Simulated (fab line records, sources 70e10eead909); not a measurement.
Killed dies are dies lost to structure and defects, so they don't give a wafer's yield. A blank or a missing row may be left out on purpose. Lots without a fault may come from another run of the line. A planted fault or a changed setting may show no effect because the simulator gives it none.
Which tool did it? | flow nand_harc | 24 lots, 72 wafers sampled, at 6 steps of a route of 1302

WHAT THE GAUGES READ, wafer by wafer
NHARC_A_CONTACT_CD_MEAS_69: target cd 300 nm. Usual: cd_nm 300.1 nm, standard deviation 0.61.
lot  | measured     | on        | cd_nm (nm)        | flag
L074 | day 21 16:31 | cd_sem-01 | 300.2 300.0 300.2 |
L075 | day 22 09:45 | cd_sem-02 | 299.5 300.7 300.3 |
L076 | day 22 18:33 | cd_sem-03 | 299.2 300.5 300.3 |
L077 | day 23 08:58 | cd_sem-03 | 299.0 300.1 299.3 |
L078 | day 23 09:33 | cd_sem-01 | 299.1 300.5 299.4 |
L080 | day 23 23:39 | cd_sem-02 | 299.2 300.6 299.1 |
L079 | day 24 11:10 | cd_sem-01 | 300.2 299.7 300.0 |
L081 | day 25 11:30 | cd_sem-02 | 300.5 299.8 300.0 |
L082 | day 25 15:16 | cd_sem-02 | 299.9 300.2 300.6 |
L083 | day 25 22:17 | cd_sem-03 | 299.4 300.9 300.0 |
L084 | day 26 09:28 | cd_sem-03 | 300.1 301.4 301.5 |
L085 | day 26 13:45 | cd_sem-01 | 299.3 299.9 299.4 |
L086 | day 26 20:34 | cd_sem-03 | 301.1 300.8 300.1 |
L088 | day 27 11:20 | cd_sem-02 | 299.4 300.1 301.0 |
L087 | day 27 16:16 | cd_sem-03 | 299.5 299.6 301.0 |
L089 | day 27 18:56 | cd_sem-03 | 299.1 301.0 300.4 |
L091 | day 28 02:32 | cd_sem-02 | 300.3 300.5 298.9 |
L090 | day 28 03:14 | cd_sem-03 | 299.7 299.4 300.4 |
L092 | day 29 16:37 | cd_sem-01 | 301.0 299.7 299.9 |
L093 | day 29 17:20 | cd_sem-03 | 299.3 300.6 300.2 |
L094 | day 30 03:15 | cd_sem-03 | 301.0 300.6 299.9 |
L095 | day 30 07:23 | cd_sem-02 | 301.1 301.2 299.9 |
L096 | day 31 07:27 | cd_sem-02 | 299.9 299.1 300.6 |
L097 | day 31 16:38 | cd_sem-03 | 299.1 299.0 300.3 |

WHICH TOOL RAN EACH LOT (tool, then ch and the chambers of the sampled wafers, then the start)
lot  | NHARC_A_SLIT_ETCH_17             | NHARC_A_WL_FILL_ALD_00           | NHARC_A_CONTACT_ETCH_122             | NHARC_A_CONTACT_ETCH_123             | NHARC_A_CONTACT_ETCH_102
L074 | har_etch-01 ch 0,1, day 19 13:36 | ald_hk-04 ch 2,3, day 20 01:56   | har_cap_etch-02 ch 0,1, day 21 07:37 | har_cap_etch-02 ch 0,1, day 21 07:47 | rie_diel-12 ch 1,3, day 21 09:22
L075 | har_etch-02 ch 0,1, day 20 08:27 | ald_hk-02 ch 0,3, day 20 20:11   | har_cap_etch-03 ch 0,1, day 22 03:04 | har_cap_etch-03 ch 0,1, day 22 03:14 | rie_diel-12 ch 0,2,3, day 22 04:44
L076 | har_etch-01 ch 0,1, day 20 17:32 | ald_hk-02 ch 1,3, day 21 05:19   | har_cap_etch-02 ch 0, day 22 12:15   | har_cap_etch-02 ch 0, day 22 12:25   | rie_diel-12 ch 0,1,2, day 22 13:55
L077 | har_etch-01 ch 0,1, day 21 10:26 | ald_hk-04 ch 1,2, day 21 22:37   | har_cap_etch-01 ch 0,1, day 23 01:59 | har_cap_etch-01 ch 0,1, day 23 02:09 | rie_diel-01 ch 1,2,3, day 23 03:38
L078 | har_etch-02 ch 0,1, day 21 12:47 | ald_hk-04 ch 0,2,3, day 21 22:27 | har_cap_etch-03 ch 0,1, day 23 02:48 | har_cap_etch-03 ch 0,1, day 23 03:05 | rie_diel-12 ch 0,1,3, day 23 04:24
L080 | har_etch-01 ch 0,1, day 22 03:13 | ald_hk-04 ch 0,1,2, day 22 13:41 | har_cap_etch-02 ch 0,1, day 23 17:28 | har_cap_etch-02 ch 0,1, day 23 17:46 | rie_diel-12 ch 1,2, day 23 19:04
L079 | har_etch-01 ch 0,1, day 22 13:38 | ald_hk-03 ch 0,1,3, day 23 00:46 | har_cap_etch-01 ch 0,1, day 24 04:50 | har_cap_etch-01 ch 0,1, day 24 05:04 | rie_diel-07 ch 0,2, day 24 06:28
L081 | har_etch-01 ch 0,1, day 23 07:28 | ald_hk-03 ch 2,3, day 23 19:15   | har_cap_etch-03 ch 0,1, day 25 05:17 | har_cap_etch-03 ch 0,1, day 25 05:28 | rie_diel-12 ch 0,2,3, day 25 06:58
L082 | har_etch-02 ch 0,1, day 23 10:58 | ald_hk-02 ch 0,2,3, day 23 22:39 | har_cap_etch-02 ch 0,1, day 25 06:11 | har_cap_etch-02 ch 0,1, day 25 06:21 | rie_diel-12 ch 0,1,2, day 25 07:51
L083 | har_etch-01 ch 0,1, day 24 01:23 | ald_hk-02 ch 0,1,3, day 24 11:56 | har_cap_etch-03 ch 0,1, day 25 16:06 | har_cap_etch-03 ch 0,1, day 25 16:23 | rie_diel-07 ch 0,1, day 25 17:46
L084 | har_etch-01 ch 0,1, day 24 08:34 | ald_hk-04 ch 1,3, day 24 20:19   | har_cap_etch-02 ch 0,1, day 26 02:45 | har_cap_etch-02 ch 0,1, day 26 02:55 | rie_diel-12 ch 0,2,3, day 26 04:31
L085 | har_etch-02 ch 0,1, day 24 11:21 | ald_hk-04 ch 0,3, day 25 01:32   | har_cap_etch-03 ch 0,1, day 26 07:17 | har_cap_etch-03 ch 0,1, day 26 07:31 | rie_diel-12 ch 0,1, day 26 09:13
L086 | har_etch-02 ch 0,1, day 24 19:58 | ald_hk-04 ch 1,2, day 25 06:49   | har_cap_etch-02 ch 0,1, day 26 12:10 | har_cap_etch-02 ch 0,1, day 26 12:28 | rie_diel-07 ch 2,3, day 26 13:46
L088 | har_etch-02 ch 0,1, day 25 12:07 | ald_hk-03 ch 1,2, day 25 23:19   | har_cap_etch-02 ch 0, day 27 04:59   | har_cap_etch-02 ch 0, day 27 05:10   | rie_diel-07 ch 0,2,3, day 27 06:49
L087 | har_etch-02 ch 0,1, day 25 15:22 | ald_hk-04 ch 1,2,3, day 26 03:26 | har_cap_etch-03 ch 0,1, day 27 09:44 | har_cap_etch-03 ch 0,1, day 27 09:54 | rie_diel-12 ch 1,2, day 27 11:23
L089 | har_etch-01 ch 0,1, day 25 17:29 | ald_hk-04 ch 0,2,3, day 26 03:32 | har_cap_etch-02 ch 0,1, day 27 10:54 | har_cap_etch-02 ch 0,1, day 27 11:04 | rie_diel-12 ch 0,1,2, day 27 12:35
L091 | har_etch-01 ch 0,1, day 26 04:12 | ald_hk-03 ch 0,1,3, day 26 15:56 | har_cap_etch-02 ch 0,1, day 27 20:13 | har_cap_etch-02 ch 0,1, day 27 20:23 | rie_diel-12 ch 0,2,3, day 27 21:52
L090 | har_etch-02 ch 0,1, day 26 05:19 | ald_hk-02 ch 0,1,2, day 26 15:57 | har_cap_etch-01 ch 0,1, day 27 20:52 | har_cap_etch-01 ch 0,1, day 27 21:02 | rie_diel-12 ch 0,3, day 27 22:32
L092 | har_etch-01 ch 1, day 27 13:26   | ald_hk-02 ch 0,1,3, day 28 05:05 | har_cap_etch-01 ch 0,1, day 29 07:42 | har_cap_etch-01 ch 0,1, day 29 07:52 | rie_diel-07 ch 1,2,3, day 29 09:22
L093 | har_etch-02 ch 0,1, day 27 15:16 | ald_hk-03 ch 1,3, day 28 02:24   | har_cap_etch-03 ch 0,1, day 29 09:14 | har_cap_etch-03 ch 0,1, day 29 09:28 | rie_diel-12 ch 0,2,3, day 29 11:08
L094 | har_etch-02 ch 0,1, day 27 23:56 | ald_hk-04 ch 0,2,3, day 28 11:45 | har_cap_etch-02 ch 1, day 29 19:59   | har_cap_etch-02 ch 1, day 29 20:10   | rie_diel-07 ch 0,1,2, day 29 22:39
L095 | har_etch-01 ch 0,1, day 28 09:08 | ald_hk-03 ch 0,1,3, day 28 21:08 | har_cap_etch-01 ch 0,1, day 30 00:59 | har_cap_etch-01 ch 0,1, day 30 01:10 | rie_diel-12 ch 0,1,3, day 30 02:41
L096 | har_etch-02 ch 0, day 29 09:33   | ald_hk-04 ch 0,1,2, day 29 20:40 | har_cap_etch-02 ch 0, day 31 00:07   | har_cap_etch-02 ch 0, day 31 00:17   | rie_diel-12 ch 0,3, day 31 01:46
L097 | har_etch-01 ch 0, day 29 15:11   | ald_hk-03 ch 0,1,3, day 30 03:01 | har_cap_etch-03 ch 0,1, day 31 09:17 | har_cap_etch-03 ch 0,1, day 31 09:27 | rie_diel-12 ch 1,2, day 31 10:56
- NHARC_A_SLIT_ETCH_17: etches the open film in C4F8/O2/Ar, time 4254.5 s, target depth 20300 nm.
- NHARC_A_WL_FILL_ALD_00: deposits Al2O3, target thk 3 nm, pulse time 3 s, ald cycles 30.
- NHARC_A_CONTACT_ETCH_122: etches the open film in C4F8/O2/Ar, time 190 s, target depth 1850 nm.
- NHARC_A_CONTACT_ETCH_123: etches the open film in C4F8/O2/Ar, time 490 s, target depth 2110 nm.
- NHARC_A_CONTACT_ETCH_102: etches the open film in CF4/O2, target depth 100 nm, overetch 10 nm, time 55 s.

WHAT THE TOOLS THEMSELVES READ (means of the sampled wafers that have a number; where no wafer has one, the mark that the record gives instead)
NHARC_A_SLIT_ETCH_17. Usual: drypump_motor_current_A 5.8 A, standard deviation 0.47; mfc_ar_sccm 375.1 sccm, standard deviation 1; showerhead_plenum_p_Torr 3.74 Torr, standard deviation 0.13; throttle_valve_pct 32.047 %, standard deviation 0.0082.
lot  | tool        | drypump_motor_current_A (A) | mfc_ar_sccm (sccm) | showerhead_plenum_p_Torr (Torr) | throttle_valve_pct (%) | flag
L074 | har_etch-01 | 5.3                         | 375.1              | 3.65                            | 32.048                 |
L075 | har_etch-02 | 6.0                         | 375.2              | 3.92                            | 32.040                 |
L076 | har_etch-01 | 5.4                         | 375.8              | 3.64                            | 32.049                 |
L077 | har_etch-01 | 5.5                         | 375.1              | 3.63                            | 32.049                 |
L078 | har_etch-02 | 6.3                         | 374.1              | 3.91                            | 32.049                 |
L080 | har_etch-01 | 5.4                         | 375.7              | 3.63                            | 32.042                 |
L079 | har_etch-01 | 5.5                         | 375.0              | 3.63                            | 32.047                 |
L081 | har_etch-01 | 5.4                         | 374.9              | 3.62                            | 32.046                 |
L082 | har_etch-02 | 6.0                         | 375.2              | 3.89                            | 32.041                 |
L083 | har_etch-01 | 5.5                         | 375.0              | 3.62                            | 32.052                 |
L084 | har_etch-01 | 5.5                         | 375.1              | 3.61                            | 32.047                 |
L085 | har_etch-02 | 6.2                         | 375.0              | 3.89                            | 32.049                 |
L086 | har_etch-02 | 6.0                         | 375.9              | 3.88                            | 32.046                 |
L088 | har_etch-02 | 6.0                         | 375.0              | 3.88                            | 32.048                 |
L087 | har_etch-02 | 6.2                         | 375.1              | 3.87                            | 32.037                 |
L089 | har_etch-01 | 5.4                         | 374.5              | 3.60                            | 32.048                 |
L091 | har_etch-01 | 5.4                         | 375.1              | 3.60                            | 32.049                 |
L090 | har_etch-02 | 6.3                         | 374.9              | 3.87                            | 32.043                 |
L092 | har_etch-01 | 5.6                         | 375.8              | 3.60                            | 32.050                 |
L093 | har_etch-02 | 6.0                         | 373.9              | 3.86                            | 32.053                 |
L094 | har_etch-02 | 6.3                         | 375.3              | 3.85                            | 32.044                 |
L095 | har_etch-01 | 5.5                         | 375.4              | 3.59                            | 32.048                 |
L096 | har_etch-02 | 6.5                         | 376.2              | 3.84                            | 32.052                 |
L097 | har_etch-01 | 5.2                         | 375.1              | 3.57                            | 32.048                 |

NHARC_A_WL_FILL_ALD_00. Usual: heater_power_w 476 W, standard deviation 48; precursor_pulse_height_rel 0.996, standard deviation 0.02.
lot  | tool      | heater_power_w (W) | precursor_pulse_height_rel | flag
L074 | ald_hk-04 | 492                | 0.994                      |
L075 | ald_hk-02 | 468                | 1.004                      |
L076 | ald_hk-02 | 431                | 1.010                      |
L077 | ald_hk-04 | 437                | 1.009                      |
L078 | ald_hk-04 | 492                | 1.008                      |
L080 | ald_hk-04 | 479                | 0.973                      |
L079 | ald_hk-03 | 457                | 1.006                      |
L081 | ald_hk-03 | 515                | 0.998                      |
L082 | ald_hk-02 | 461                | 0.971                      |
L083 | ald_hk-02 | 456                | 1.003                      |
L084 | ald_hk-04 | 497                | 0.997                      |
L085 | ald_hk-04 | 529                | 0.992                      |
L086 | ald_hk-04 | 457                | 1.002                      |
L088 | ald_hk-03 | 453                | 1.024                      |
L087 | ald_hk-04 | 479                | 0.990                      |
L089 | ald_hk-04 | 493                | 1.016                      |
L091 | ald_hk-03 | 460                | 0.970                      |
L090 | ald_hk-02 | 440                | 1.003                      |
L092 | ald_hk-02 | 454                | 0.990                      |
L093 | ald_hk-03 | 439                | 0.989                      |
L094 | ald_hk-04 | 494                | 0.987                      |
L095 | ald_hk-03 | 461                | 0.997                      |
L096 | ald_hk-04 | 476                | 1.008                      |
L097 | ald_hk-03 | 460                | 0.999                      |

NHARC_A_CONTACT_ETCH_102. Usual: drypump_motor_current_A 5.7 A, standard deviation 0.43; mfc_ar_sccm 0.007 sccm, standard deviation 0.011; oes_product_au 0.999 a.u., standard deviation 0.012; rf_vpp_V 198.4 V, standard deviation 1.5; showerhead_plenum_p_Torr 1.36 Torr, standard deviation 0.062; throttle_valve_pct 13.398 %, standard deviation 0.0094.
lot  | tool        | drypump_motor_current_A (A) | mfc_ar_sccm (sccm) | oes_product_au (a.u.) | rf_vpp_V (V) | showerhead_plenum_p_Torr (Torr) | throttle_valve_pct (%) | flag
L074 | rie_diel-12 | 6.2                         | 0.000              | 1.007                 | 198.7        | 1.40                            | 13.393                 |
L075 | rie_diel-12 | 5.5                         | 0.010              | 1.006                 | 198.0        | 1.35                            | 13.389                 |
L076 | rie_diel-12 | 5.4                         | 0.010              | 1.002                 | 197.4        | 1.35                            | 13.400                 |
L077 | rie_diel-01 | 5.4                         | 0.008              | 1.007                 | 196.1        | 1.27                            | 13.390                 |
L078 | rie_diel-12 | 5.8                         | 0.010              | 0.999                 | 199.3        | 1.39                            | 13.384                 |
L080 | rie_diel-12 | 5.4                         | 0.000              | 0.992                 | 198.1        | 1.30                            | 13.406                 |
L079 | rie_diel-07 | 5.9                         | 0.005              | 0.983                 | 198.5        | 1.40                            | 13.400                 |
L081 | rie_diel-12 | 5.6                         | 0.010              | 1.006                 | 197.4        | 1.34                            | 13.403                 |
L082 | rie_diel-12 | 5.4                         | 0.010              | 0.994                 | 198.7        | 1.34                            | 13.401                 |
L083 | rie_diel-07 | 5.7                         | 0.006              | 0.986                 | 197.6        | 1.35                            | 13.405                 |
L084 | rie_diel-12 | 5.6                         | 0.010              | 1.008                 | 197.5        | 1.34                            | 13.394                 |
L085 | rie_diel-12 | 5.5                         | 0.020              | 0.988                 | 199.3        | 1.39                            | 13.401                 |
L086 | rie_diel-07 | 5.9                         | 0.006              | 1.008                 | 199.2        | 1.37                            | 13.392                 |
L088 | rie_diel-07 | 5.9                         | 0.004              | 0.993                 | 198.4        | 1.39                            | 13.395                 |
L087 | rie_diel-12 | 5.4                         | 0.000              | 0.993                 | 197.4        | 1.30                            | 13.394                 |
L089 | rie_diel-12 | 5.4                         | 0.010              | 0.996                 | 197.0        | 1.34                            | 13.403                 |
L091 | rie_diel-12 | 5.5                         | 0.010              | 1.003                 | 198.6        | 1.34                            | 13.402                 |
L090 | rie_diel-12 | 6.0                         | 0.010              | 1.011                 | 199.5        | 1.39                            | 13.404                 |
L092 | rie_diel-07 | 5.7                         | 0.007              | 0.990                 | 198.2        | 1.40                            | 13.401                 |
L093 | rie_diel-12 | 5.5                         | 0.010              | 1.016                 | 198.1        | 1.34                            | 13.398                 |
L094 | rie_diel-07 | 5.7                         | 0.008              | 0.988                 | 199.2        | 1.40                            | 13.396                 |
L095 | rie_diel-12 | 5.8                         | 0.010              | 0.995                 | 199.0        | 1.39                            | 13.403                 |
L096 | rie_diel-12 | 5.6                         | 0.020              | 0.998                 | 198.5        | 1.38                            | 13.407                 |
L097 | rie_diel-12 | 5.3                         | 0.000              | 1.000                 | 196.7        | 1.29                            | 13.404                 |

THE ANSWER, worked out from the rows above alone
Rule: a lot is off if the mean of its wafers that have a number lies more than 3 standard deviations from the usual mean. A lot without any number at a reading at which 4 lots or more have one is off too. The other lots that the step has rows for count as sound. The gauges are gone through in route order, then the tools' own readings, and for those a lot's mean is taken as printed above. The first step at which some lot is off is used, and at that step the reading that is off furthest; a lot without a number counts as furthest.
No lot is off at any reading shown: from this, nothing can be told.

WHAT THE SIMULATOR HAD PUT IN
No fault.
